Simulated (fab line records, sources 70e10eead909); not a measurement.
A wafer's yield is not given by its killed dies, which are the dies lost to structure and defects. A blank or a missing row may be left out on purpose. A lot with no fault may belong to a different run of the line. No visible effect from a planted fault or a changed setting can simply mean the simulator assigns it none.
Matching of chambers || flow nandHarc || NHARC_A_WL_FILL_ALD_00 on aldHk-03: 4 sister chambers
The step deposits Al2O3, target thk 3 nm, pulse time 3 s, ald cycles 30. 16 wafers are shown with their chamber, then 8 later ones without.

WAFERS PAIRED WITH THEIR CHAMBERS
{"wafer": "L079.1", "chamber": 0, "heaterPowerW (W)": 453, "precursorPulseHeightRel": 1.039}
{"wafer": "L079.4", "chamber": 2, "heaterPowerW (W)": 522, "precursorPulseHeightRel": 1.036}
{"wafer": "L079.6", "chamber": 2, "heaterPowerW (W)": 530, "precursorPulseHeightRel": 0.994}
{"wafer": "L078.1", "chamber": 2, "heaterPowerW (W)": 514, "precursorPulseHeightRel": 0.979}
{"wafer": "L078.5", "chamber": 3, "heaterPowerW (W)": 464, "precursorPulseHeightRel": 1.003}
{"wafer": "L078.6", "chamber": 0, "heaterPowerW (W)": 469, "precursorPulseHeightRel": 0.961}
{"wafer": "L080.1", "chamber": 2, "heaterPowerW (W)": 520, "precursorPulseHeightRel": 0.998}
{"wafer": "L080.2", "chamber": 1, "heaterPowerW (W)": 427, "precursorPulseHeightRel": 1.008}
{"wafer": "L080.4", "chamber": 0, "heaterPowerW (W)": 459, "precursorPulseHeightRel": 1.002}
{"wafer": "L081.2", "chamber": 1, "heaterPowerW (W)": 434, "precursorPulseHeightRel": 0.989}
{"wafer": "L081.4", "chamber": 2, "heaterPowerW (W)": 524, "precursorPulseHeightRel": 1.043}
{"wafer": "L081.6", "chamber": 1, "heaterPowerW (W)": 444, "precursorPulseHeightRel": 1.030}
{"wafer": "L083.2", "chamber": 1, "heaterPowerW (W)": 425, "precursorPulseHeightRel": 0.961}
{"wafer": "L083.5", "chamber": 2, "heaterPowerW (W)": 531, "precursorPulseHeightRel": 1.001}
{"wafer": "L083.6", "chamber": 1, "heaterPowerW (W)": 436, "precursorPulseHeightRel": 1.019}
{"wafer": "L088.1", "chamber": 2, "heaterPowerW (W)": 524, "precursorPulseHeightRel": 0.996}

SIGNATURES, as means of the wafers listed above
{"reading": "heaterPowerW", "chamber 0": 460.33, "chamber 1": 433.20, "chamber 2": 523.57, "chamber 3": 464.00, "scatter within a chamber": 6.86}
{"reading": "precursorPulseHeightRel", "chamber 0": 1.00067, "chamber 1": 1.00140, "chamber 2": 1.00671, "chamber 3": 1.00300, "scatter within a chamber": 0.0279}
Rule: a wafer's distance from a chamber is the root of the sum, over the readings, of the square of ((its reading less the chamber's mean) divided by the reading's scatter). If the next closest chamber is less than 2 further off than the closest, the wafer can't be placed; otherwise it belongs to the closest. The scatter is the square root of a quotient: the sum, over the shown wafers, of each reading's squared deviation from its chamber's mean, divided by wafers minus chambers.

WAFERS WHOSE CHAMBER IS MISSING
{"wafer": "L088.3", "heaterPowerW (W)": 472, "precursorPulseHeightRel": 0.992}
{"wafer": "L088.6", "heaterPowerW (W)": 461, "precursorPulseHeightRel": 1.001}
{"wafer": "L089.2", "heaterPowerW (W)": 526, "precursorPulseHeightRel": 1.008}
{"wafer": "L089.5", "heaterPowerW (W)": 457, "precursorPulseHeightRel": 0.981}
{"wafer": "L089.6", "heaterPowerW (W)": 426, "precursorPulseHeightRel": 1.000}
{"wafer": "L094.2", "heaterPowerW (W)": 475, "precursorPulseHeightRel": 0.965}
{"wafer": "L094.5", "heaterPowerW (W)": 433, "precursorPulseHeightRel": 0.979}
{"wafer": "L094.6", "heaterPowerW (W)": 461, "precursorPulseHeightRel": 1.013}

WHICH CHAMBER EACH WENT THROUGH
{"wafer": "L088.3", "from the rows above": "can't be placed: 3 or 0", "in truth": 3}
{"wafer": "L088.6", "from the rows above": "can't be placed: 0 or 3", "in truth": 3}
{"wafer": "L089.2", "from the rows above": 2, "in truth": 2}
{"wafer": "L089.5", "from the rows above": "can't be placed: 0 or 3", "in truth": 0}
{"wafer": "L089.6", "from the rows above": 1, "in truth": 1}
{"wafer": "L094.2", "from the rows above": "can't be placed: 3 or 0", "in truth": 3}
{"wafer": "L094.5", "from the rows above": 1, "in truth": 1}
{"wafer": "L094.6", "from the rows above": "can't be placed: 0 or 3", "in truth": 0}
Correctly placed: 3 of 8. Can't be placed from these rows: 5 (the true chamber is among the candidates in 5). Placed wrongly: 0.
